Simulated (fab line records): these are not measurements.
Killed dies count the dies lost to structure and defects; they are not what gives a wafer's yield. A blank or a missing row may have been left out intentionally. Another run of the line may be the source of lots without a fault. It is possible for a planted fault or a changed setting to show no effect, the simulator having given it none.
Chamber matching | flow n5 finfet | 4 sister chambers for N5_BEOL_M1_ETCH_70 on rie diel-02
The step etches SOC in N2/H2, target depth 80 nm, overetch 16 nm, time 120 s. 16 wafers are shown with their chamber, then 8 later ones without.

## EACH WAFER AND ITS CHAMBER
wafer  | chamber | drypump motor current A (A) | oes product au (a.u.) | throttle valve pct (%)
L075.1 | 2       | 5.5                         | 0.55                  | 17.75
L075.2 | 3       | 5.7                         | 0.56                  | 18.11
L075.6 | 1       | 6.0                         | 0.56                  | 17.60
L076.3 | 1       | 6.0                         | 0.56                  | 17.61
L076.4 | 3       | 5.7                         | 0.55                  | 18.12
L076.6 | 2       | 5.5                         | 0.56                  | 17.73
L084.1 | 2       | 5.5                         | 0.54                  | 17.78
L084.3 | 3       | 5.7                         | 0.54                  | 18.15
L084.4 | 0       | 5.4                         | 0.72                  | 17.62
L086.2 | 2       | 5.5                         | 0.54                  | 17.78
L086.4 | 3       | 5.7                         | 0.54                  | 18.17
L086.5 | 3       | 5.7                         | 0.54                  | 18.17
L089.2 | 1       | 6.1                         | 0.55                  | 17.65
L089.3 | 2       | 5.5                         | 0.53                  | 17.80
L089.5 | 3       | 5.7                         | 0.54                  | 18.17
L092.1 | 3       | 5.7                         | 0.54                  | 18.18

SIGNATURES (averages over the wafers above)
reading                 | chamber 0 | chamber 1 | chamber 2 | chamber 3 | scatter within a chamber
drypump motor current A | 5.400     | 6.033     | 5.500     | 5.700     | 0.0236
oes product au          | 0.7200    | 0.5567    | 0.5440    | 0.5443    | 0.00894
throttle valve pct      | 17.6200   | 17.6200   | 17.7680   | 18.1529   | 0.0274
Rule: a wafer lies at a distance from a chamber equal to the root of the sum of squares, over the readings, of (its reading less the chamber's mean, divided by the reading's scatter). The wafer belongs to the nearest chamber; if the next one is less than 2 further off, it can't be placed. The scatter: take each reading less its chamber's mean, square it, sum over the shown wafers, divide by the number of wafers less the number of chambers, and take the root.

## WAFERS MISSING THEIR CHAMBER
wafer  | drypump motor current A (A) | oes product au (a.u.) | throttle valve pct (%)
L092.2 | 6.0                         | 0.54                  | 17.65
L092.4 | 5.4                         | 0.70                  | 17.63
L091.2 | 5.7                         | 0.54                  | 18.18
L091.5 | 6.0                         | 0.54                  | 17.66
L091.6 | 5.4                         | 0.71                  | 17.62
L093.2 | 5.4                         | 0.70                  | 17.65
L093.4 | 5.7                         | 0.53                  | 18.19
L093.6 | 5.5                         | 0.69                  | 17.62

## THE CHAMBER EACH PASSED THROUGH
wafer  | from the rows above | in truth
L092.2 | 1                   | 1
L092.4 | 0                   | 0
L091.2 | 3                   | 3
L091.5 | 1                   | 1
L091.6 | 0                   | 0
L093.2 | 0                   | 0
L093.4 | 3                   | 3
L093.6 | 0                   | 0
8 of 8 placed correctly. From these rows, 0 cannot be placed. 0 placed wrongly.
